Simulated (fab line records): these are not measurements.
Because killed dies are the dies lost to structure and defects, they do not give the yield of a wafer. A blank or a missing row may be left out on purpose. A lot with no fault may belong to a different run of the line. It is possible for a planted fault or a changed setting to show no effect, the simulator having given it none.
fab line records	flow n5Finfet	part 1 of 2: steps 1 to 17 of 29
[record] lots = 5	wafers = 15	lastDay = 18
route steps=1938 shown BEOL_M5@1120
lots with no fault: from the same line, run without faults
startH: hours from the record's first day to the start of the lot's first wafer shown	waitH: time in hours since the lot's previous step	" as in the row above	L1.1+2: a row that stands for several wafers	- no value, or no start given	* or withheld: withheld	< > ~ a bound
route shown NAME@n: NAME is a module with steps in the file, n the number in the route of the first one	usual: mean/standard deviation of fault-free wafers	same: alike in all rows	chamber/n: place in a boat	sites: readings site by site	_std_site: the standard deviation of these	_edge_site: mean of outer sites minus mean of inner sites	radiusMm: how far each site lies from the wafer's centre	mask NAME#n: copy n	behind: the tool/chamber that last shaped the wafer	hold: cause of the lot's hold/its duration in hours/its outcome	device: the n, p or np transistor that did not switch	end of line: the route-end tests of the same wafers	a step with no rows: only its recipe	killed: dies that structure and defects cost at the first sort, which is not the same as the wafer's yield	map: a wafer's dies, marking killed ones x, the rest . and places with no die _
set.NAME: setting as actually run; set.NAME@STEP: the setting as run at that earlier step	model.NAME: the simulator's own value behind a step, which no gauge read
a table for each step, a row for each wafer; lots at some steps of the route
services: a tool's chamber out of use, with start hour (startH, from the record's first day; less than 0 if before it), hours out, and reason
[[steps]]
[step N5_BEOL_M5_COAT_05]
[recipe] resist = CAR-EUV	spinRpm = 1500	resistThkNm = 30
[usual] exhaustPa = 45.2/0.94
lot.wafer	tool	chamber	startH	waitH	exhaustPa
L081.1	lithoTrack-03	0	-	-	43.4
L081.5	"	0	"	"	45.3
L081.6	"	0	"	"	44.1
L084.1	lithoTrack-03	0	-	-	44.3
L084.2	"	0	"	"	45.9
L084.4	"	0	"	"	47.6
L086.1	lithoTrack-03	0	-	-	45.3
L086.4	"	0	"	"	45.5
L086.6	"	0	"	"	45.0
L091.1	lithoTrack-04	0	-	-	45.4
L091.3	"	0	"	"	44.7
L091.5	"	0	"	"	45.0
L093.3	lithoTrack-02	0	-	-	46.0
L093.4	"	0	"	"	46.3
L093.5	"	0	"	"	44.9
[step N5_BEOL_M5_EBR_07]
[recipe] solvent = PGMEA	ebrWidthMm = 1.5
[usual] exhaustPa = 45.0/0.88
lot.wafer	tool	chamber	startH	waitH	exhaustPa
L081.1	lithoTrack-03	0	-	-	44.3
L081.5	"	0	"	"	43.1
L081.6	"	0	"	"	44.1
L084.1	lithoTrack-03	0	-	-	46.5
L084.2	"	0	"	"	44.2
L084.4	"	0	"	"	45.4
L086.1	lithoTrack-03	0	-	-	44.6
L086.4	"	0	"	"	44.0
L086.6	"	0	"	"	44.8
L091.1	lithoTrack-04	0	-	-	43.2
L091.3	"	0	"	"	44.2
L091.5	"	0	"	"	44.0
L093.3	lithoTrack-02	0	-	-	43.9
L093.4	"	0	"	"	44.6
L093.5	"	0	"	"	44.3
[step N5_BEOL_M5_SOFTBAKE_06]
[recipe] tempC = 110	timeS = 60	resist = CAR-EUV
[usual] exhaustPa = 45.1/0.81
lot.wafer	tool	chamber	startH	waitH	exhaustPa
L081.1	lithoTrack-03	0	-	-	46.5
L081.5	"	0	"	"	46.9
L081.6	"	0	"	"	46.4
L084.1	lithoTrack-03	0	-	-	44.2
L084.2	"	0	"	"	43.7
L084.4	"	0	"	"	43.9
L086.1	lithoTrack-03	0	-	-	45.3
L086.4	"	0	"	"	45.1
L086.6	"	0	"	"	45.4
L091.1	lithoTrack-04	0	-	-	44.2
L091.3	"	0	"	"	45.5
L091.5	"	0	"	"	45.5
L093.3	lithoTrack-02	0	-	-	45.2
L093.4	"	0	"	"	45.1
L093.5	"	0	"	"	45.4
[step N5_BEOL_M5_EXPOSE_08]
[recipe] maskId = M5	na = 0.33	sourceShape = annular	sigmaInner = 0.4	sigmaOuter = 0.8	polarization = unpolarized	targetCdNm = 28	doseMj = 35.75
[usual] focusOffsetNm = 0.0/0.45
lot.wafer	tool	chamber	startH	waitH	mask	focusOffsetNm
L081.1	euvScanner-01	0	249.21	-	M5#0	0.5
L081.5	"	0	"	"	M5#0	0.4
L081.6	"	0	"	"	M5#0	-0.1
L084.1	euvScanner-02	0	291.46	-	M5#0	0.8
L084.2	"	0	"	"	M5#0	0.6
L084.4	"	0	"	"	M5#0	-0.1
L086.1	euvScanner-01	0	299.82	-	M5#0	-0.1
L086.4	"	0	"	"	M5#0	-0.7
L086.6	"	0	"	"	M5#0	-0.6
L091.1	euvScanner-01	0	326.88	-	M5#0	-0.8
L091.3	"	0	"	"	M5#0	0.2
L091.5	"	0	"	"	M5#0	0.5
L093.3	euvScanner-02	0	336.07	-	M5#0	0.8
L093.4	"	0	"	"	M5#0	-0.1
L093.5	"	0	"	"	M5#0	0.6
[step N5_BEOL_M5_PEB_09]
[recipe] pebTempC = 100	pebTimeS = 60	resist = CAR-EUV
[usual] exhaustPa = 45.0/0.76
lot.wafer	tool	chamber	startH	waitH	exhaustPa
L081.1	lithoTrack-02	0	249.28	0.1	44.4
L081.5	"	0	"	"	44.4
L081.6	"	0	"	"	45.5
L084.1	lithoTrack-04	0	291.52	0.1	46.1
L084.2	"	0	"	"	45.6
L084.4	"	0	"	"	44.9
L086.1	lithoTrack-02	0	299.88	0.1	46.0
L086.4	"	0	"	"	45.0
L086.6	"	0	"	"	46.0
L091.1	lithoTrack-03	0	326.94	0.1	45.1
L091.3	"	0	"	"	46.0
L091.5	"	0	"	"	44.8
L093.3	lithoTrack-04	0	336.12	0.0	44.7
L093.4	"	0	"	"	44.6
L093.5	"	0	"	"	45.3
[step N5_BEOL_M5_DEVELOP_10]
[recipe] developTimeS = 30	developer = TMAH	resist = CAR-EUV	rinseLiquid = surfactantRinse	dry = airSpin	devTempC = 23
[usual] exhaustPa = 44.7/0.84
lot.wafer	tool	chamber	startH	waitH	exhaustPa
L081.1	lithoTrack-02	0	-	-	44.7
L081.5	"	0	"	"	45.0
L081.6	"	0	"	"	44.0
L084.1	lithoTrack-04	0	-	-	44.0
L084.2	"	0	"	"	43.7
L084.4	"	0	"	"	44.1
L086.1	lithoTrack-02	0	-	-	44.1
L086.4	"	0	"	"	43.6
L086.6	"	0	"	"	44.1
L091.1	lithoTrack-03	0	-	-	45.6
L091.3	"	0	"	"	46.0
L091.5	"	0	"	"	44.6
L093.3	lithoTrack-04	0	-	-	44.5
L093.4	"	0	"	"	44.9
L093.5	"	0	"	"	46.6
[step N5_BEOL_M5_CD_MEAS_11]
[recipe] targetCdNm = 27.74	landingEnergyEv = 500	detector = seInlens
[usual] cdNm = 27.93/0.25
lot.wafer	tool	chamber	startH	waitH	cdNm
L081.1	cdSem-01	0	249.34	-	27.82
L081.5	"	0	"	"	27.48
L081.6	"	0	"	"	27.74
L084.1	cdSem-03	0	291.59	-	27.91
L084.2	"	0	"	"	27.98
L084.4	"	0	"	"	27.76
L086.1	cdSem-02	0	299.95	-	27.92
L086.4	"	0	"	"	27.59
L086.6	"	0	"	"	27.83
L091.1	cdSem-01	0	327.01	-	28.18
L091.3	"	0	"	"	28.16
L091.5	"	0	"	"	28.39
L093.3	cdSem-02	0	336.19	-	27.91
L093.4	"	0	"	"	27.84
L093.5	"	0	"	"	27.87
[step N5_BEOL_M5_OVL_MEAS_12]
[recipe] pointsPerWafer = 522
[usual] M5_OVL = -0.3/0.66
[same] pointsPerWafer = 522
lot.wafer	tool	chamber	startH	waitH	M5_OVL[nm]
L081.1	overlay-01	0	249.37	0.0	-0.3
L081.5	"	0	"	"	0.4
L081.6	"	0	"	"	-0.8
L084.1	overlay-02	0	291.62	0.0	-0.6
L084.2	"	0	"	"	-0.6
L084.4	"	0	"	"	-0.1
L086.1	overlay-01	0	299.98	0.0	0.8
L086.4	"	0	"	"	0.1
L086.6	"	0	"	"	-0.2
L091.1	overlay-01	0	327.04	0.0	-1.1
L091.3	"	0	"	"	-0.2
L091.5	"	0	"	"	-0.8
L093.3	overlay-01	0	336.23	0.0	0.3
L093.4	"	0	"	"	0.5
L093.5	"	0	"	"	-0.2
[step N5_BEOL_M5_INSPECT_13]
[recipe] mode = adi	inspectInstrument = brightfield
[usual] rawDefectCount = 415/100
lot.wafer	tool	chamber	startH	waitH	rawDefectCount
L081.1	defectInspect-01	-	249.43	0.1	324
L081.5	"	-	"	"	334
L081.6	"	-	"	"	507
L084.1	defectInspect-01	-	291.68	0.1	364
L084.2	"	-	"	"	380
L084.4	"	-	"	"	395
L086.1	defectInspect-01	-	300.04	0.1	663
L086.4	"	-	"	"	372
L086.6	"	-	"	"	593
L091.1	defectInspect-01	-	327.10	0.1	459
L091.3	"	-	"	"	431
L091.5	"	-	"	"	810
L093.3	defectInspect-02	-	336.28	0.1	322
L093.4	"	-	"	"	403
L093.5	"	-	"	"	370
[step N5_BEOL_M5_DESCUM_16]
[recipe] chemistry = O2	timeS = 7	sourcePowerW = 50	biasPowerW = 20	pressureMtorr = 20	rfFrequencyHz = 2.712e+07	tempC = 40	resist = CAR-EUV	o2FlowSccm = 225
[usual] chamberPressureMTorr = 19.998/0.019	drypumpMotorCurrentA = 5.7/0.49	oesProductAu = 0.78/0.1	rfVppV = 243.1/1.5	showerheadPlenumPTorr = 2.09/0.081	throttleValvePct = 20.31/0.24
lot.wafer	tool	chamber	startH	waitH	chamberPressureMTorr	drypumpMotorCurrentA	oesProductAu	rfHoursCounterH	rfVppV	showerheadPlenumPTorr	throttleValvePct
L081.1	rieDiel-02	2	249.82	0.4	19.990	5.5	0.72	212	244.9	2.17	20.34
L081.5	"	2	"	"	20.035	5.6	0.72	-	243.7	2.17	20.33
L081.6	"	1	"	"	20.000	6.4	0.74	-	242.1	2.01	20.59
L084.1	rieDiel-02	2	292.04	0.4	19.992	5.6	0.71	225	245.0	2.17	20.35
L084.2	"	3	"	"	20.001	6.0	0.70	228	241.6	1.98	20.47
L084.4	"	0	"	"	19.995	5.0	0.97	7	245.0	2.15	19.77
L086.1	rieDiel-03	0	300.08	0.0	19.995	5.1	0.69	230	242.7	2.14	20.43
L086.4	"	1	"	"	20.006	6.4	0.88	28	242.3	2.04	19.93
L086.6	"	1	"	"	19.987	6.4	0.88	-	242.1	2.04	19.96
L091.1	rieDiel-03	1	327.13	0.0	19.954	6.4	0.87	37	241.7	2.04	19.94
L091.3	"	3	"	"	19.960	5.2	0.78	97	243.1	2.10	20.18
L091.5	"	1	"	"	20.019	6.4	0.87	-	242.5	2.04	19.94
L093.3	rieDiel-05	2	336.48	0.2	19.984	5.6	0.92	26	245.1	2.25	20.38
L093.4	"	0	"	"	20.016	5.6	0.90	37	242.9	2.06	20.46
L093.5	"	2	"	"	20.019	5.5	0.93	-	245.0	2.25	20.37
[step N5_BEOL_M5_ETCH_72]
[recipe] chemistry = N2/H2	target = underlayer	targetDepthA = 65	maskMaterial = CAR-EUV	timeS = 5.2	ionEnergyEv = 200	pressureMtorr = 30	sourceW = 840	biasW = 150	n2FlowSccm = 200	h2FlowSccm = 200	ends = cleared
[usual] chamberPressureMTorr = 30.00/0.04	drypumpMotorCurrentA = 5.7/0.49	etchRfOnTimeS = 5.24/0.15	oesProductAu = 0.66/0.085	rfVppV = 524/3	showerheadPlenumPTorr = 2.53/0.1	throttleValvePct = 17.67/0.2
lot.wafer	tool	chamber	startH	waitH	chamberPressureMTorr	drypumpMotorCurrentA	etchRfOnTimeS	oesProductAu	rfHoursCounterH	rfVppV	showerheadPlenumPTorr	throttleValvePct
L081.1	rieDiel-02	2	249.85	0.0	29.98	5.6	5.40	0.60	212	528	2.62	17.81
L081.5	"	2	"	"	29.99	5.6	5.38	0.61	-	526	2.62	17.80
L081.6	"	1	"	"	30.02	6.5	5.33	0.64	-	521	2.43	17.86
L084.1	rieDiel-02	2	292.08	0.0	30.04	5.5	5.44	0.59	225	527	2.62	17.81
L084.2	"	3	"	"	30.05	6.0	5.42	0.59	228	521	2.38	17.72
L084.4	"	0	"	"	29.98	5.0	5.12	0.81	7	528	2.60	17.22
L086.1	rieDiel-03	0	300.11	0.0	30.01	5.1	5.09	0.60	230	528	2.60	17.82
L086.4	"	1	"	"	30.03	6.3	5.01	0.77	28	522	2.48	17.32
L086.6	"	1	"	"	30.01	6.3	5.04	0.78	-	522	2.48	17.33
L091.1	rieDiel-03	1	327.16	0.0	30.01	6.4	4.98	0.75	37	524	2.47	17.32
L091.3	"	3	"	"	30.05	5.2	5.20	0.66	97	524	2.57	17.75
L091.5	"	1	"	"	30.01	6.4	5.00	0.77	-	521	2.47	17.36
L093.3	rieDiel-05	2	336.52	0.0	29.99	5.6	5.05	0.78	26	529	2.69	17.54
L093.4	"	0	"	"	30.02	5.6	5.16	0.76	37	523	2.49	17.72
L093.5	"	2	"	"	29.97	5.6	5.01	0.80	-	529	2.69	17.53
[step N5_BEOL_M5_ETCH_61]
[recipe] chemistry = CF4	target = SiARC	targetDepthA = 156	maskMaterial = CAR-EUV	timeS = 26	ionEnergyEv = 80	pressureMtorr = 40	sourceW = 545	biasW = 36	Ar_flow_sccm = 100	cf4FlowSccm = 100	ends = cleared
[usual] chamberPressureMTorr = 40.00/0.038	drypumpMotorCurrentA = 5.7/0.48	etchRfOnTimeS = 26.3/0.69	oesProductAu = 0.66/0.085	rfVppV = 184.0/1.3	showerheadPlenumPTorr = 2.14/0.07	throttleValvePct = 15.53/0.27
lot.wafer	tool	chamber	startH	waitH	chamberPressureMTorr	drypumpMotorCurrentA	etchRfOnTimeS	oesProductAu	rfHoursCounterH	rfVppV	showerheadPlenumPTorr	throttleValvePct
L081.1	rieDiel-02	2	249.87	0.0	39.96	5.6	26.9	0.61	212	185.0	2.19	15.48
L081.5	"	2	"	"	40.04	5.6	27.1	0.61	-	186.0	2.19	15.48
L081.6	"	1	"	"	39.95	6.4	26.4	0.64	-	183.8	2.07	15.79
L084.1	rieDiel-02	2	292.10	0.0	40.01	5.6	27.1	0.59	225	185.5	2.19	15.51
L084.2	"	3	"	"	40.02	6.0	26.6	0.59	228	183.2	2.05	15.84
L084.4	"	0	"	"	40.04	5.0	25.2	0.83	7	183.8	2.19	14.99
L086.1	rieDiel-03	0	300.13	0.0	40.06	5.1	25.8	0.60	230	185.5	2.19	15.72
L086.4	"	1	"	"	40.02	6.3	25.7	0.76	28	183.0	2.10	15.12
L086.6	"	1	"	"	39.96	6.3	25.6	0.76	-	183.7	2.10	15.14
L091.1	rieDiel-03	1	327.18	0.0	40.00	6.3	25.3	0.75	37	182.8	2.09	15.13
L091.3	"	3	"	"	39.99	5.2	26.1	0.66	97	183.8	2.17	15.48
L091.5	"	1	"	"	40.08	6.4	25.3	0.76	-	183.4	2.09	15.15
L093.3	rieDiel-05	2	336.53	0.0	40.06	5.6	25.5	0.79	26	185.2	2.28	15.37
L093.4	"	0	"	"	39.97	5.6	26.2	0.75	37	184.2	2.09	15.48
L093.5	"	2	"	"	40.02	5.5	25.6	0.79	-	185.0	2.28	15.38
[step N5_BEOL_M5_ETCH_62]
[recipe] chemistry = N2/H2	target = SOC	targetDepthA = 750	overetchA = 150	maskMaterial = SiARC	tempC = 40	timeS = 112.5	ionEnergyEv = 200	pressureMtorr = 30	sourceW = 840	biasW = 150	n2FlowSccm = 200	h2FlowSccm = 200
[usual] chamberPressureMTorr = 29.996/0.027	drypumpMotorCurrentA = 5.7/0.49	oesProductAu = 0.62/0.073	rfVppV = 523.7/2.8	showerheadPlenumPTorr = 2.53/0.1	throttleValvePct = 17.63/0.2
lot.wafer	tool	chamber	startH	waitH	chamberPressureMTorr	drypumpMotorCurrentA	oesProductAu	rfHoursCounterH	rfVppV	showerheadPlenumPTorr	throttleValvePct
L081.1	rieDiel-02	2	249.90	0.0	30.002	5.6	0.57	212	524.9	2.62	17.76
L081.5	"	2	"	"	29.990	5.5	0.57	-	526.1	2.62	17.77
L081.6	"	1	"	"	30.003	6.4	0.61	-	519.1	2.43	17.84
L084.1	rieDiel-02	2	292.12	0.0	30.016	5.6	0.57	225	525.8	2.62	17.78
L084.2	"	3	"	"	30.010	6.0	0.56	228	520.7	2.39	17.69
L084.4	"	0	"	"	29.951	5.0	0.74	7	525.2	2.60	17.16
L086.1	rieDiel-03	0	300.16	0.0	29.979	5.1	0.56	231	524.5	2.60	17.77
L086.4	"	1	"	"	29.984	6.4	0.70	28	522.1	2.48	17.29
L086.6	"	1	"	"	30.012	6.4	0.71	-	521.9	2.48	17.28
L091.1	rieDiel-03	1	327.21	0.0	29.989	6.4	0.70	37	523.4	2.47	17.31
L091.3	"	3	"	"	30.028	5.2	0.62	97	526.2	2.57	17.72
L091.5	"	1	"	"	29.985	6.4	0.69	-	521.5	2.47	17.30
L093.3	rieDiel-05	2	336.56	0.0	29.997	5.6	0.72	26	527.4	2.69	17.49
L093.4	"	0	"	"	29.976	5.6	0.70	37	521.8	2.49	17.66
L093.5	"	2	"	"	30.041	5.6	0.72	-	528.4	2.69	17.50
[step N5_BEOL_M5_STRIP_63]
[recipe] chemistry = N2/H2	tempC = 40	n2FlowSccm = 200	h2FlowSccm = 200	rfFrequencyHz = 6e+07
lot.wafer	tool	chamber	startH	waitH
L081.1+5+6	rieDiel-02	2,2,1	250.00	0.1
L084.1+2+4	rieDiel-02	2,3,0	292.23	0.1
L086.1+4+6	rieDiel-03	0,1,1	300.26	0.1
L091.1+3+5	rieDiel-03	1,3,1	327.32	0.1
L093.3+4+5	rieDiel-05	2,0,2	336.67	0.1
[step N5_BEOL_M5_STRIP_73]
[recipe] chemistry = N2/H2	tempC = 40	n2FlowSccm = 200	h2FlowSccm = 200	rfFrequencyHz = 6e+07
lot.wafer	tool	chamber	startH	waitH
L081.1+5+6	rieDiel-02	2,2,1	250.01	0.0
L084.1+2+4	rieDiel-02	2,3,0	292.24	0.0
L086.1+4+6	rieDiel-03	0,1,1	300.27	0.0
L091.1+3+5	rieDiel-03	1,3,1	327.33	0.0
L093.3+4+5	rieDiel-05	2,0,2	336.68	0.0
[step N5_BEOL_M5_STRIP_64]
[recipe] chemistry = CF4	resist = SiARC	powerW = 300	biasPowerW = 75	pressureMtorr = 50	cf4FlowSccm = 150	rfFrequencyHz = 6e+07
[usual] chamberPressureMTorr = 50.00/0.048	drypumpMotorCurrentA = 5.7/0.49	oesProductAu = 0.77/0.091	rfVppV = 271.1/1.7	showerheadPlenumPTorr = 1.79/0.057	throttleValvePct = 13.52/0.28
lot.wafer	tool	chamber	startH	waitH	chamberPressureMTorr	drypumpMotorCurrentA	oesProductAu	rfHoursCounterH	rfVppV	showerheadPlenumPTorr	throttleValvePct
L081.1	rieDiel-02	2	250.02	0.0	49.92	5.6	0.71	212	273.1	1.84	13.54
L081.5	"	2	"	"	49.95	5.6	0.72	-	271.8	1.84	13.55
L081.6	"	1	"	"	50.05	6.4	0.75	-	270.3	1.74	13.77
L084.1	rieDiel-02	2	292.25	0.0	50.00	5.6	0.70	225	273.5	1.84	13.57
L084.2	"	3	"	"	50.05	6.0	0.70	228	269.6	1.72	13.83
L084.4	"	0	"	"	49.98	5.0	0.94	7	272.5	1.84	12.96
L086.1	rieDiel-03	0	300.28	0.0	50.01	5.1	0.69	231	273.0	1.84	13.73
L086.4	"	1	"	"	49.98	6.3	0.88	28	269.2	1.75	13.07
L086.6	"	1	"	"	50.03	6.3	0.88	-	271.3	1.75	13.08
L091.1	rieDiel-03	1	327.34	0.0	50.05	6.3	0.86	37	268.9	1.75	13.10
L091.3	"	3	"	"	49.99	5.2	0.77	97	271.9	1.81	13.41
L091.5	"	1	"	"	50.02	6.4	0.86	-	269.8	1.75	13.10
L093.3	rieDiel-05	2	336.69	0.0	49.97	5.5	0.90	26	273.2	1.91	13.32
L093.4	"	0	"	"	50.11	5.6	0.87	37	271.3	1.75	13.44
L093.5	"	2	"	"	49.95	5.5	0.90	-	274.8	1.91	13.32
[step N5_BEOL_M5_HM_OPEN_17]
[recipe] chemistry = Cl2/BCl3	targetDepthA = 200	overetchA = 60	target = TiN	maskMaterial = SOC	ionEnergyEv = 150	pressureMtorr = 10	icpW = 1000	biasW = 126	Cl2_flow_sccm = 53.25	bcl3FlowSccm = 21.75	Ar_flow_sccm = 25
[usual] chamberPressureMTorr = 10.000/0.0087	drypumpMotorCurrentA = 5.8/0.6	heBacksideLeakSccm = 3.51/0.15	oesProductAu = 0.67/0.064	throttleValvePct = 22.09/0.19
lot.wafer	tool	chamber	startH	waitH	chamberPressureMTorr	drypumpMotorCurrentA	heBacksideLeakSccm	oesProductAu	rfHoursCounterH	throttleValvePct
L081.1	rieMetal-03	1	250.06	0.0	10.002	6.7	3.32	0.69	37	22.00
L081.5	"	1	"	"	10.009	6.7	3.72	0.68	-	22.00
L081.6	"	0	"	"	10.000	5.7	3.22	0.75	-	21.89
L084.1	rieMetal-02	1	292.29	0.0	9.991	5.6	3.45	0.59	77	22.45
L084.2	"	0	"	"	9.989	6.5	3.55	0.76	14	21.94
L084.4	"	1	"	"	10.014	5.5	3.10	0.60	-	22.44
L086.1	rieMetal-01	1	300.32	0.0	10.008	5.0	3.70	0.64	52	22.00
L086.4	"	0	"	"	10.014	5.6	3.64	0.64	-	22.16
L086.6	"	0	"	"	10.008	5.6	3.64	0.64	-	22.14
L091.1	rieMetal-02	0	327.38	0.0	9.997	6.5	3.46	0.74	17	21.96
L091.3	"	1	"	"	10.006	5.5	3.60	0.58	-	22.46
L091.5	"	0	"	"	9.998	6.6	3.58	0.75	-	21.95
L093.3	rieMetal-03	0	336.76	0.1	9.994	5.7	3.13	0.72	-	21.92
L093.4	"	1	"	"	10.005	6.7	3.58	0.66	-	22.03
L093.5	"	1	"	"	9.996	6.7	3.60	0.66	-	22.02
